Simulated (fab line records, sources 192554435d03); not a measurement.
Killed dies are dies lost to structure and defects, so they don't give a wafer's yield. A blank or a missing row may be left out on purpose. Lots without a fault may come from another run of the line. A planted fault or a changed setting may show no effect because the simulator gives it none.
fab line records | flow n5_finfet
record lots=7 wafers=39
route steps=1938 shown FIN_SAQP@94 MOL_CONTACT_COAG@559 BEOL_M0_SAQP@648 BEOL_M1@811 BEOL_M3@980 BEOL_M4@1090 BEOL_M6@1254 BEOL_M8@1391 BEOL_M12@1602 BEOL_M15@1819 PASSIVATION@1936
start_h: hours from the record's first day to the start of the lot's first wafer shown | wait_h: hours since the lot's step before | " the same as in the row above | L1.1+2: a row that stands for several wafers | - no value, or no start given | * or withheld: withheld | < > ~ a bound
route shown NAME@n: a module of which the file shows steps, and the number in the route of the first | usual: mean/standard deviation of fault-free wafers | same: alike in all rows | chamber/n: place in a boat | sites: the reading at each site | _std_site: their standard deviation | _edge_site: outer sites' mean less inner sites' | radius_mm: how far each site lies from the wafer's centre | mask NAME#n: copy n | behind: the tool/chamber that last shaped the wafer | hold: why the lot was held/for how many hours/how that ended | device: the transistor (n, p or np) that didn't switch | end of line: the same wafers' tests at the end of the route | a step without rows: its recipe alone | killed: dies lost to structure and defects at the first sort, not the wafer's yield | map: a wafer's dies, x killed, . not, _ none there
set.NAME: the setting as run; set.NAME@STEP: as run at that earlier step | model.NAME: the simulator's own value behind a step, which no gauge read
lots whose settings were changed on purpose; a table a step, a row a wafer
## steps
# step N5_FIN_SAQP_ALD_61
# recipe material=SiO2 target_thk_a=40 temp_c=300 ald_precursor_family=BDEAS ald_co_reactant=O2-plasma pulse_time_s=1 purge_time_s=2 co_reactant_purge_time_s=2 ald_cycles=43 pressure_torr=2
# step N5_MOL_CONTACT_COAG_ALD_27
# recipe material=SiOC target_thk_a=170 temp_c=400 ald_precursor_family=carbosiloxane ald_co_reactant=H2-plasma pulse_time_s=1.5 time_s=2720 purge_time_s=2 co_reactant_purge_time_s=2 ald_cycles=340 pressure_torr=2
# step N5_BEOL_M0_SAQP_DEVELOP_13
# recipe develop_time_s=30 developer=TMAH resist=CAR-ArF dev_temp_c=23 rinse_liquid=diw dry=air_spin
# step N5_BEOL_M1_ALD_84
# recipe material=TaN target_thk_a=* temp_c=275 ald_precursor_family=PDMAT ald_co_reactant=NH3 pressure_torr=3 carrier_flow_sccm=1500 pulse_time_s=2 purge_time_s=3 co_reactant_purge_time_s=2 co_reactant_pulse_time_s=3 ald_cycles=30 precursor_vessel_temp_c=75 precursor_vessel_pressure_torr=26.25 precursor_vessel_carrier_sccm=1000
# step N5_BEOL_M3_TRENCH_ETCH_37
# recipe chemistry=C4F6/O2 target_depth_a=555.55 target=SiOC time_s=29.2 ion_energy_ev=250 pressure_mtorr=30 source_w=355 bias_w=185 Ar_flow_sccm=300 C4F6_flow_sccm=10 O2_flow_sccm=10
# step N5_BEOL_M4_SPUTTER_86
# recipe material=Cu target_thk_a=45 temp_c=-20 chamber_pressure_pa=0.07 power_w=withheld time_s=8.29
# step N5_BEOL_M6_SPUTTER_48
# recipe material=Cu target_thk_a=100 temp_c=-20 bias_v=60 power_w=26000 chamber_pressure_pa=0.13 time_s=1.667
# step N5_BEOL_M8_CVD_78
# recipe material=Co target_thk_a=20 temp_c=withheld precursor=CCTBA/H2 pressure_torr=30 time_s=142.3
# step N5_BEOL_M12_ILD_DEP_00
# recipe material=SiOC target_thk_a=6589.2 temp_c=350 precursor=DEMS/O2 pressure_torr=5 rf_w=500 time_s=130.7
# step N5_BEOL_M12_DEP_53
# recipe material=SiCN target_thk_a=300 temp_c=withheld precursor=3MS/NH3 pressure_torr=3 rf_w=675 time_s=10.5
# step N5_BEOL_M15_SPUTTER_43
# recipe material=TaN target_thk_a=150 temp_c=50 bias_v=168.6 power_w=15000 chamber_pressure_pa=0.12 time_s=24.19
# step N5_PASSIVATION_PROBE_49
# usual sort_n_pass=1075/17 sort_yield_pct=91.1/1.5
# columns lot.wafer tool chamber start_h wait_h set.ald_cycles@FIN_SAQP_ALD_61 set.ald_cycles@MOL_CONTACT_COAG_ALD_27 set.develop_time_s@BEOL_M0_SAQP_DEVELOP_13 set.ald_cycles@BEOL_M1_ALD_84 set.time_s@BEOL_M3_TRENCH_ETCH_37 set.target_thk_a@BEOL_M4_SPUTTER_86 set.target_thk_a@BEOL_M6_SPUTTER_48 set.target_thk_a@BEOL_M8_CVD_78 set.target_thk_a@BEOL_M12_ILD_DEP_00 set.target_thk_a@BEOL_M12_DEP_53 set.time_s@BEOL_M15_SPUTTER_43 sort_n_pass sort_yield_pct[%]
L077.1 prober-01 - 302.81 0.3 43 457 17.47 25 29.2 45 100 30.3 2980 403.1 24.19 15 1.3
L077.2 prober-01 - 302.86 0.4 43 457 17.47 30 29.2 54.6 100 20 6589.2 403.1 36.17 1076 91.2
L077.3 prober-01 - 302.91 0.4 43 340 30 30 29.2 45 157.5 30.3 6589.2 300 24.19 1066 90.3
L077.4 prober-01 - 302.96 0.5 43 340 17.47 25 29.2 45 157.5 20 2980 403.1 24.19 14 1.2
L077.5 prober-01 - 303.01 0.5 43 340 30 30 29.2 54.6 100 20 2980 300 36.17 21 1.8
L077.6 prober-01 - 303.06 0.6 43 457 30 25 29.2 54.6 157.5 30.3 6589.2 300 36.17 1056 89.5
L082.1 prober-01 - 344.57 0.0 43 486 23.71 12 29.2 45 100 27.85 8815 300 32.69 539 45.7
L082.2 prober-01 - 344.62 0.1 51 340 30 30 35.21 45 100 27.85 6589.2 300 32.69 1061 89.9
L082.3 prober-01 - 344.67 0.1 43 486 30 30 29.2 45 100 20 8815 300 24.19 1073 90.9
L082.4 prober-01 - 344.72 0.2 51 340 23.71 30 35.21 45 100 20 8815 300 24.19 1061 89.9
L082.5 prober-01 - 344.77 0.2 43 340 30 12 29.2 45 100 27.85 6589.2 300 24.19 543 46.0
L082.6 prober-01 - 344.82 0.3 51 486 23.71 12 35.21 45 100 20 6589.2 300 32.69 499 42.3
L088.1 prober-01 - 369.44 0.0 43 340 30 30 43.17 45 100 23.16 6589.2 300 24.19 1091 92.5
L088.2 prober-01 - 369.49 0.1 54 282 25.28 30 29.2 45 55.56 20 8502 357.4 24.19 1002 84.9
L088.3 prober-01 - 369.54 0.1 54 340 30 40 43.17 26.57 55.56 23.16 6589.2 357.4 24.19 556 47.1
L088.4 prober-01 - 369.59 0.2 43 282 30 40 29.2 45 100 20 6589.2 300 24.19 269 22.8
L088.5 prober-01 - 369.64 0.2 54 340 25.28 30 29.2 26.57 55.56 23.16 8502 300 24.19 750 63.6
L088.6 prober-01 - 369.69 0.3 43 282 25.28 40 43.17 26.57 100 20 8502 357.4 24.19 1076 91.2
L087.1 prober-01 - 373.97 0.0 58 340 21.68 30 21.17 68.76 100 20 6589.2 300 24.19 1055 89.4
L087.2 prober-01 - 374.02 0.1 58 340 30 30 29.2 68.76 100 20 4397 300 24.19 133 11.3
L087.3 prober-01 - 374.07 0.1 58 340 30 30 21.17 45 72.99 20 4397 300 31.34 416 35.3
L087.4 prober-01 - 374.12 0.2 43 340 21.68 30 29.2 45 72.99 20 6589.2 300 24.19 1061 89.9
L087.5 prober-01 - 374.17 0.2 43 340 21.68 30 21.17 45 100 20 4397 300 31.34 285 24.2
L087.6 prober-01 - 374.22 0.3 43 340 30 30 29.2 68.76 72.99 20 6589.2 300 31.34 1038 88.0
L089.1 prober-02 - 379.18 0.0 43 340 30 30 29.2 45 100 20 6589.2 300 24.19 1065 90.3
L089.2 prober-02 - 379.23 0.1 43 340 30 30 29.2 45 100 20 6589.2 300 24.19 1067 90.4
L089.4 prober-02 - 379.33 0.2 43 340 30 30 29.2 45 100 20 6589.2 300 24.19 1078 91.4
L090.1 prober-01 - 384.46 0.0 43 340 30 30 29.2 45 100 20 6589.2 459.6 24.19 1075 91.1
L090.2 prober-01 - 384.51 0.1 43 340 19.13 44 29.2 45 100 20 6589.2 459.6 24.19 1046 88.6
L090.3 prober-01 - 384.56 0.1 43 164 19.13 30 29.2 45 49.08 20 6589.2 459.6 24.19 953 80.8
L090.4 prober-01 - 384.61 0.2 43 164 19.13 44 29.2 45 49.08 20 6589.2 300 24.19 949 80.4
L090.5 prober-01 - 384.66 0.2 43 340 30 30 29.2 45 49.08 20 6589.2 300 24.19 967 81.9
L090.6 prober-01 - 384.71 0.3 43 164 30 44 29.2 45 100 20 6589.2 300 24.19 1077 91.3
L092.1 prober-01 - 411.93 0.0 43 340 30 30 33.85 27.74 100 27.34 6589.2 300 24.19 1073 90.9
L092.2 prober-01 - 411.98 0.1 32 340 35.49 30 29.2 27.74 100 20 6589.2 300 17.6 1048 88.8
L092.3 prober-01 - 412.03 0.1 43 149 35.49 25 33.85 27.74 100 27.34 6589.2 300 17.6 1028 87.1
L092.4 prober-01 - 412.08 0.2 43 149 35.49 30 29.2 45 100 27.34 6589.2 300 17.6 1067 90.4
L092.5 prober-01 - 412.13 0.2 32 149 30 25 33.85 45 100 20 6589.2 300 24.19 1046 88.6
L092.6 prober-01 - 412.18 0.3 32 340 30 25 29.2 45 100 20 6589.2 300 24.19 1050 89.0
# killed by level:class
L077.1 BEOL_M12:area_dep=1022 M1:area_ald=17 FIN_SAQP:geometric_particle:open=14 BEOL_M4:geometric_particle:open=13 DUMMY_GATE:geometric_particle:open=11 BEOL_M3:geometric_particle:open=10 MOL_CONTACT_COAG:geometric_particle:open=8 BEOL_M2:geometric_particle:open=8
L077.2 MOL_CONTACT_COAG:geometric_particle:open=10 BEOL_M2:geometric_particle:open=9 BEOL_M0_SAQP:geometric_particle:short=6 BEOL_M1:geometric_particle:open=6 FIN_SAQP:geometric_particle:short=5 STI_FIN_REVEAL:geometric_particle:open=5 BEOL_M4:geometric_particle:open=5 DUMMY_GATE:geometric_particle:open=4
L077.3 BEOL_M1:geometric_particle:open=17 BEOL_M0_SAQP:geometric_particle:short=9 BEOL_M0_SAQP:geometric_particle:open=9 DUMMY_GATE:geometric_particle:open=8 BEOL_M2:geometric_particle:open=7 FIN_SAQP:geometric_particle:open=6 BEOL_M4:geometric_particle:open=5 FIN_SAQP:geometric_particle:short=4
L077.4 BEOL_M12:area_dep=1026 DUMMY_GATE:geometric_particle:open=19 M1:area_ald=19 STI_FIN_REVEAL:geometric_particle:open=12 MOL_CONTACT_COAG:geometric_particle:open=11 FIN_SAQP:geometric_particle:open=10 BEOL_M0_SAQP:geometric_particle:open=10 BEOL_M0_SAQP:geometric_particle:short=7
L077.5 BEOL_M12:area_dep=1081 BEOL_M2:geometric_particle:open=9 BEOL_M1:geometric_particle:open=8 DUMMY_GATE:geometric_particle:open=6 STI_FIN_REVEAL:geometric_particle:open=5 MOL_CONTACT_COAG:geometric_particle:open=5 BEOL_M4:geometric_particle:open=4 STARTING-WAFER:geometric_particle:open=4
L077.6 STI_FIN_REVEAL:geometric_particle:open=16 M1:area_ald=15 FIN_SAQP:geometric_particle:open=11 FIN_SAQP:geometric_particle:short=6 STI_FIN_REVEAL:geometric_particle:short=6 BEOL_M1:geometric_particle:open=6 SPACER0:geometric_particle:open=5 MOL_CONTACT_COAG:geometric_particle:open=5
L082.1 M1:area_ald=520 STI_FIN_REVEAL:geometric_particle:open=18 FIN_SAQP:geometric_particle:open=12 BEOL_M2:geometric_particle:open=12 FIN_SAQP:geometric_particle:short=11 MOL_CONTACT_COAG:geometric_particle:open=11 BEOL_M1:geometric_particle:open=6 MOL_CONTACT_COAG:geometric_particle:short=5
L082.2 BEOL_M2:geometric_particle:open=14 STI_FIN_REVEAL:geometric_particle:open=12 FIN_SAQP:geometric_particle:open=10 MOL_CONTACT_COAG:geometric_particle:open=10 GATE_CUT:geometric_particle:short=9 BEOL_M1:geometric_particle:open=9 FIN_SAQP:geometric_particle:short=7 BEOL_M0:geometric_particle:open=6
L082.3 MOL_CONTACT_COAG:geometric_particle:open=11 STI_FIN_REVEAL:geometric_particle:open=9 BEOL_M2:geometric_particle:open=7 FIN_SAQP:geometric_particle:short=6 FIN_SAQP:geometric_particle:open=6 DUMMY_GATE:geometric_particle:open=6 BEOL_M1:geometric_particle:open=5 GATE_CUT:geometric_particle:short=4
L082.4 MOL_CONTACT_COAG:geometric_particle:open=23 BEOL_M1:geometric_particle:open=10 BEOL_M2:geometric_particle:open=10 BEOL_M4:geometric_particle:open=8 BEOL_M3:geometric_particle:open=5 BEOL_M5:geometric_particle:open=5 FIN_SAQP:geometric_particle:open=4 STI_FIN_REVEAL:geometric_particle:open=4
L082.5 M1:area_ald=509 STI_FIN_REVEAL:geometric_particle:open=25 MOL_CONTACT_COAG:geometric_particle:open=17 BEOL_M1:geometric_particle:open=9 BEOL_M4:geometric_particle:open=9 STI_FIN_REVEAL:geometric_particle:short=7 BEOL_M0_SAQP:geometric_particle:short=7 BEOL_M2:geometric_particle:open=7
L082.6 M1:area_ald=546 STI_FIN_REVEAL:geometric_particle:open=22 FIN_SAQP:geometric_particle:open=21 MOL_CONTACT_COAG:geometric_particle:open=11 BEOL_M2:geometric_particle:open=9 BEOL_M0_SAQP:geometric_particle:short=7 BEOL_M1:geometric_particle:open=7 FIN_SAQP:geometric_particle:short=6
L088.1 MOL_CONTACT_COAG:geometric_particle:open=9 BEOL_M0_SAQP:geometric_particle:short=7 BEOL_M6:geometric_particle:open=7 BEOL_M3:geometric_particle:open=6 FIN_SAQP:geometric_particle:open=5 MIM_TOP_ETCH:geometric_particle:short=5 STI_FIN_REVEAL:geometric_particle:open=4 DUMMY_GATE:geometric_particle:open=4
L088.2 BEOL_M6:interface_void_opened=78 FIN_SAQP:geometric_particle:open=22 MOL_CONTACT_COAG:geometric_particle:open=10 FIN_SAQP:geometric_particle:short=9 BEOL_M4:geometric_particle:open=8 BEOL_M0_SAQP:geometric_particle:open=5 BEOL_M6:geometric_particle:open=4 BEOL_M0_SAQP:geometric_particle:short=4
L088.3 BEOL_M6:interface_void_opened=84 BEOL_M0_SAQP:geometric_particle:short=15 BEOL_M0_SAQP:geometric_particle:open=9 FIN_SAQP:geometric_particle:short=7 BEOL_M1:geometric_particle:open=7 FIN_SAQP:geometric_particle:open=6 STI_FIN_REVEAL:geometric_particle:open=6 MOL_CONTACT_COAG:geometric_particle:open=6
L088.4 BEOL_M4:geometric_particle:open=11 STI_FIN_REVEAL:geometric_particle:open=8 BEOL_M0_SAQP:geometric_particle:open=8 BEOL_M3:geometric_particle:open=8 FIN_SAQP:geometric_particle:open=6 BEOL_M0_SAQP:geometric_particle:short=6 BEOL_M3:geometric_particle:short=6 STARTING-WAFER:geometric_particle:short=6
L088.5 BEOL_M6:interface_void_opened=69 DUMMY_GATE:geometric_particle:open=10 FIN_SAQP:geometric_particle:open=9 MOL_CONTACT_COAG:geometric_particle:open=8 STI_FIN_REVEAL:geometric_particle:open=6 BEOL_M0_SAQP:geometric_particle:short=6 BEOL_M4:geometric_particle:open=5 GATE_CUT:geometric_particle:short=4
L088.6 FIN_SAQP:geometric_particle:short=11 BEOL_M1:geometric_particle:open=11 BEOL_M0_SAQP:geometric_particle:short=6 BEOL_M3:geometric_particle:open=6 STI_FIN_REVEAL:geometric_particle:open=5 MOL_CONTACT_COAG:geometric_particle:open=5 STARTING-WAFER:geometric_particle:short=5 FIN_SAQP:geometric_particle:open=4
L087.1 MOL_CONTACT_COAG:geometric_particle:open=16 GATE_CUT:geometric_particle:short=13 BEOL_M3:geometric_particle:open=11 STI_FIN_REVEAL:geometric_particle:open=8 GATE_CUT:geometric_particle:open=8 DUMMY_GATE:geometric_particle:open=6 BEOL_M3:geometric_particle:short=6 ILD0:geometric_particle:open=4
L087.2 BEOL_M3:geometric_particle:open=17 GATE_CUT:geometric_particle:open=10 GATE_CUT:geometric_particle:short=10 DUMMY_GATE:geometric_particle:open=8 FIN_SAQP:geometric_particle:open=7 FIN_SAQP:geometric_particle:short=6 MOL_CONTACT_COAG:geometric_particle:open=5 BEOL_M0_SAQP:geometric_particle:open=5
L087.3 MOL_CONTACT_COAG:geometric_particle:open=17 BEOL_M6:interface_void_opened=15 STI_FIN_REVEAL:geometric_particle:open=13 BEOL_M3:geometric_particle:open=10 GATE_CUT:geometric_particle:open=8 FIN_SAQP:geometric_particle:short=7 GATE_CUT:geometric_particle:short=7 DUMMY_GATE:geometric_particle:open=5
L087.4 STI_FIN_REVEAL:geometric_particle:open=10 GATE_CUT:geometric_particle:short=10 FIN_SAQP:geometric_particle:open=8 MOL_CONTACT_COAG:geometric_particle:open=8 BEOL_M3:geometric_particle:short=8 BEOL_M3:geometric_particle:open=7 FIN_SAQP:geometric_particle:short=6 GATE_CUT:geometric_particle:open=6
L087.5 MOL_CONTACT_COAG:geometric_particle:open=11 STI_FIN_REVEAL:geometric_particle:open=11 BEOL_M3:geometric_particle:open=11 FIN_SAQP:geometric_particle:short=9 BEOL_M0:geometric_particle:open=8 FIN_SAQP:geometric_particle:open=7 GATE_CUT:geometric_particle:open=7 BEOL_M3:geometric_particle:short=6
L087.6 MOL_CONTACT_COAG:geometric_particle:open=17 BEOL_M3:geometric_particle:open=10 STI_FIN_REVEAL:geometric_particle:open=9 BEOL_M3:geometric_particle:short=9 FIN_SAQP:geometric_particle:short=8 GATE_CUT:geometric_particle:short=6 BEOL_M6:interface_void_opened=6 FIN_SAQP:geometric_particle:open=5
L089.1 STI_FIN_REVEAL:geometric_particle:open=20 FIN_SAQP:geometric_particle:open=10 BEOL_M0_SAQP:geometric_particle:open=8 BEOL_M0_SAQP:geometric_particle:short=8 BEOL_M4:geometric_particle:open=7 BEOL_M4:geometric_particle:short=6 FIN_SAQP:geometric_particle:short=5 BEOL_M3:geometric_particle:open=5
L089.2 FIN_SAQP:geometric_particle:short=16 FIN_SAQP:geometric_particle:open=14 MOL_CONTACT_COAG:geometric_particle:open=12 BEOL_M1:geometric_particle:open=7 STI_FIN_REVEAL:geometric_particle:open=6 BEOL_M3:geometric_particle:open=6 BEOL_M5:geometric_particle:open=6 GATE_CUT:geometric_particle:short=5
L089.4 MOL_CONTACT_COAG:geometric_particle:open=12 BEOL_M3:geometric_particle:open=9 STI_FIN_REVEAL:geometric_particle:open=8 DUMMY_GATE:geometric_particle:open=7 BEOL_M0_SAQP:geometric_particle:open=6 BEOL_M2:geometric_particle:open=6 BEOL_M0_SAQP:geometric_particle:short=5 FIN_SAQP:geometric_particle:open=4
L090.1 BEOL_M2:geometric_particle:open=10 FIN_SAQP:geometric_particle:open=8 STI_FIN_REVEAL:geometric_particle:open=8 BEOL_M0_SAQP:geometric_particle:short=8 FIN_SAQP:geometric_particle:short=7 BEOL_M0_SAQP:geometric_particle:open=6 BEOL_M1:geometric_particle:open=6 BEOL_M1:geometric_particle:short=5
L090.2 BEOL_M2:geometric_particle:open=20 FIN_SAQP:geometric_particle:open=15 STI_FIN_REVEAL:geometric_particle:open=12 FIN_SAQP:geometric_particle:short=11 BEOL_M5:geometric_particle:open=8 BEOL_M0_SAQP:geometric_particle:short=7 BEOL_M3:geometric_particle:open=6 BEOL_M4:geometric_particle:open=6
L090.3 BEOL_M6:interface_void_opened=111 MOL_CONTACT_COAG:geometric_particle:open=13 FIN_SAQP:geometric_particle:open=12 FIN_SAQP:geometric_particle:short=10 STI_FIN_REVEAL:geometric_particle:open=10 DUMMY_GATE:geometric_particle:open=8 MOL_CONTACT_COAG:geometric_particle:short=7 BEOL_M4:geometric_particle:open=7
L090.4 BEOL_M6:interface_void_opened=125 FIN_SAQP:geometric_particle:open=19 BEOL_M3:geometric_particle:open=10 MOL_CONTACT_COAG:geometric_particle:open=8 BEOL_M4:geometric_particle:open=7 DUMMY_GATE:geometric_particle:open=6 BEOL_M2:geometric_particle:open=6 FIN_SAQP:geometric_particle:short=5
L090.5 BEOL_M6:interface_void_opened=124 FIN_SAQP:geometric_particle:short=12 FIN_SAQP:geometric_particle:open=9 MOL_CONTACT_COAG:geometric_particle:open=8 BEOL_M1:geometric_particle:open=7 STI_FIN_REVEAL:geometric_particle:open=6 BEOL_M0_SAQP:geometric_particle:short=5 STARTING-WAFER:geometric_particle:open=4
L090.6 FIN_SAQP:geometric_particle:open=11 MOL_CONTACT_COAG:geometric_particle:open=11 BEOL_M3:geometric_particle:open=8 STI_FIN_REVEAL:geometric_particle:open=6 BEOL_M1:geometric_particle:open=6 BEOL_M2:geometric_particle:open=6 DUMMY_GATE:geometric_particle:open=5 BEOL_M4:geometric_particle:open=5
L092.1 STI_FIN_REVEAL:geometric_particle:open=33 MOL_CONTACT_COAG:geometric_particle:open=12 FIN_SAQP:geometric_particle:open=7 BEOL_M1:geometric_particle:open=7 BEOL_M0_SAQP:geometric_particle:short=5 GATE_CUT:geometric_particle:short=5 FIN_SAQP:geometric_particle:short=4 STI_FIN_REVEAL:geometric_particle:short=4
L092.2 STI_FIN_REVEAL:geometric_particle:open=28 MOL_CONTACT_COAG:geometric_particle:open=19 FIN_SAQP:geometric_particle:open=12 STI_FIN_REVEAL:geometric_particle:short=8 BEOL_M0_SAQP:geometric_particle:short=7 MOL_CONTACT_COAG:geometric_particle:short=6 BEOL_M0_SAQP:geometric_particle:open=6 BEOL_M1:geometric_particle:open=6
L092.3 STI_FIN_REVEAL:geometric_particle:open=19 M1:area_ald=15 FIN_SAQP:geometric_particle:open=12 MOL_CONTACT_COAG:geometric_particle:open=11 GATE_CUT:geometric_particle:short=10 BEOL_M0_SAQP:geometric_particle:open=10 FIN_SAQP:geometric_particle:short=9 DUMMY_GATE:geometric_particle:open=7
L092.4 STI_FIN_REVEAL:geometric_particle:open=25 FIN_SAQP:geometric_particle:open=10 STI_FIN_REVEAL:geometric_particle:short=8 BEOL_M1:geometric_particle:open=8 DUMMY_GATE:geometric_particle:open=7 BEOL_M0_SAQP:geometric_particle:open=7 BEOL_M4:geometric_particle:open=6 MOL_CONTACT_COAG:geometric_particle:open=6
L092.5 FIN_SAQP:geometric_particle:open=20 STI_FIN_REVEAL:geometric_particle:open=17 M1:area_ald=11 MOL_CONTACT_COAG:geometric_particle:open=9 BEOL_M0_SAQP:geometric_particle:short=8 BEOL_M2:geometric_particle:open=8 BEOL_M4:geometric_particle:open=8 BEOL_M0_SAQP:geometric_particle:open=6
L092.6 FIN_SAQP:geometric_particle:open=25 M1:area_ald=15 STI_FIN_REVEAL:geometric_particle:open=13 MOL_CONTACT_COAG:geometric_particle:open=11 FIN_SAQP:geometric_particle:short=6 BEOL_M0_SAQP:geometric_particle:short=6 BEOL_M3:geometric_particle:open=5 BEOL_M5:geometric_particle:open=5
## key
split step=N5_FIN_SAQP_ALD_61 setting=ald_cycles stated_as=43
response none clear
split step=N5_MOL_CONTACT_COAG_ALD_27 setting=ald_cycles stated_as=340
response none clear
split step=N5_BEOL_M0_SAQP_DEVELOP_13 setting=develop_time_s stated_as=30
response none clear
split step=N5_BEOL_M1_ALD_84 setting=ald_cycles stated_as=30
response none clear
split step=N5_BEOL_M3_TRENCH_ETCH_37 setting=time_s stated_as=29.2
response none clear
split step=N5_BEOL_M4_SPUTTER_86 setting=target_thk_a stated_as=45
response none clear
split step=N5_BEOL_M6_SPUTTER_48 setting=target_thk_a stated_as=100
response none clear
split step=N5_BEOL_M8_CVD_78 setting=target_thk_a stated_as=20
response none clear
split step=N5_BEOL_M12_ILD_DEP_00 setting=target_thk_a stated_as=6589.2
response step=N5_PASSIVATION_PROBE_49 reading=sort_n_pass slope=+16.3 per=1% together_with=all explained=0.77
response step=N5_PASSIVATION_PROBE_49 reading=sort_yield_pct slope=+1.38 per=1% together_with=all explained=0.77
split step=N5_BEOL_M12_DEP_53 setting=target_thk_a stated_as=300
response none clear
split step=N5_BEOL_M15_SPUTTER_43 setting=time_s stated_as=24.19
response none clear
